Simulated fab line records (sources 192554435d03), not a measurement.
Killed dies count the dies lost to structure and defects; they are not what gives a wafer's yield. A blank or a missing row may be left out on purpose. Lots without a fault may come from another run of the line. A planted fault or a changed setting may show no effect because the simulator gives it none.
Chamber matching	flow n5_finfet	4 sister chambers for N5_HKMG_FIN_STRIP_92 on rie_diel-03
The step strips SOC in N2/H2, time 20 s. 18 wafers are shown with their chamber, then 9 later ones without.

== WAFERS, EACH WITH ITS CHAMBER ==
wafer	chamber	showerhead_plenum_p_Torr (Torr)	throttle_valve_pct (%)	oes_product_au (a.u.)
L076.1	3	3.55	18.7	0.82
L076.3	2	3.26	19.1	0.80
L076.6	1	3.55	18.6	0.96
L077.1	0	3.26	18.6	0.77
L077.4	2	3.26	19.1	0.80
L077.5	3	3.55	18.7	0.82
L078.1	3	3.54	18.7	0.81
L078.3	0	3.26	18.6	0.78
L078.5	2	3.26	19.1	0.80
L080.2	1	3.55	18.6	0.93
L080.5	1	3.55	18.6	0.94
L080.6	2	3.26	19.1	0.79
L082.1	0	3.25	18.6	0.77
L082.2	2	3.26	19.1	0.78
L082.3	1	3.55	18.6	0.95
L082.4	3	3.54	18.7	0.81
L082.5	0	3.25	18.7	0.77
L082.6	3	3.54	18.7	0.81

SIGNATURES (averages over the wafers above)
reading	chamber 0	chamber 1	chamber 2	chamber 3	scatter within a chamber
showerhead_plenum_p_Torr	3.2550	3.5500	3.2600	3.5440	0.00396
throttle_valve_pct	18.625	18.600	19.100	18.700	0.0231
oes_product_au	0.7725	0.9450	0.7940	0.8140	0.00851
Rule: a wafer's distance from a chamber is the root of the sum, over the readings, of the square of ((its reading less the chamber's mean) divided by the reading's scatter). The wafer belongs to the nearest chamber; if the next one is less than 2 further off, it can't be placed. The scatter: the root of (the sum of the squares of (reading less its chamber's mean) over the shown wafers, divided by (wafers less chambers)).

== WAFERS WITH NO CHAMBER GIVEN ==
wafer	showerhead_plenum_p_Torr (Torr)	throttle_valve_pct (%)	oes_product_au (a.u.)
L085.1	3.25	19.1	0.78
L085.4	3.54	18.7	0.80
L085.5	3.25	19.1	0.78
L090.4	3.53	18.7	0.78
L090.5	3.25	19.1	0.76
L090.6	3.54	18.6	0.91
L092.4	3.54	18.6	0.90
L092.5	3.54	18.6	0.91
L092.6	3.25	19.1	0.77

== CHAMBER TAKEN BY EACH ==
wafer	from the rows above	in truth
L085.1	2	2
L085.4	3	3
L085.5	2	2
L090.4	3	3
L090.5	2	2
L090.6	1	1
L092.4	1	1
L092.5	1	1
L092.6	2	2
9 of 9 placed correctly. Can't be placed from these rows: 0. Number placed wrongly: 0.
